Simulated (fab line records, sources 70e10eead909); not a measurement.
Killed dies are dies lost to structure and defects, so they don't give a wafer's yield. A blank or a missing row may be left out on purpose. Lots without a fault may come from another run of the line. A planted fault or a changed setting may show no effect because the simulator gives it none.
One fault seen from 2 desks | flow nand_harc | each desk has only its own numbers; what lay behind them comes last

THE METROLOGY DESK
What the gauges read, lot by lot, whatever tool the lot ran on: means of the sampled wafers that have a number. A lot is out of limits, marked OUT, if its mean lies more than 4 standard deviations from the usual mean; the brackets give that distance.
Columns: A = thk_nm at NHARC_A_M0_THK_MEAS_24, usual 114.0 nm
lot  | first seen here | A
L449 | day 22 23:28    | 114.9
L452 | day 23 16:45    | 112.1
L451 | day 24 01:46    | 115.1
L456 | day 25 08:46    | 112.5
L453 | day 25 11:29    | 114.3
L460 | day 26 17:55    | 114.6
L464 | day 29 00:02    | 115.1
L462 | day 29 04:11    | 114.5
L465 | day 29 05:19    | 114.7
L466 | day 30 02:00    | 114.4
L467 | day 30 17:43    | 114.2
L469 | day 31 07:10    | 113.0
L470 | day 31 08:23    | 113.8
This desk's finding: nothing out of limits on any of the 13 lots.

THE TOOL OWNER'S DESK: pvd_sputter-01
The tool's own readings at NHARC_A_M1_PVD_20 (deposits TaN, target thk 5 nm, time 8.06 s): means of the sampled wafers that have a number, for each lot that ran on this tool. A lot is out of limits, marked OUT, if its mean lies more than 4 standard deviations from the usual mean; the brackets give that distance.
Columns: A = throttle_valve_pct at NHARC_A_M1_PVD_20, usual 29.9 %
lot  | first seen here | A
L460 | day 26 20:57    | 30.1
L462 | day 29 07:03    | 28.9
L465 | day 29 08:47    | 29.5
L466 | day 30 04:52    | 30.9
L467 | day 30 20:34    | 29.6
This desk's finding: nothing out of limits on any of the 5 lots.

PUT TOGETHER
The metrology desk saw nothing out of limits.
The tool owner's desk saw nothing out of limits.

WHAT THE SIMULATOR HAD PUT IN
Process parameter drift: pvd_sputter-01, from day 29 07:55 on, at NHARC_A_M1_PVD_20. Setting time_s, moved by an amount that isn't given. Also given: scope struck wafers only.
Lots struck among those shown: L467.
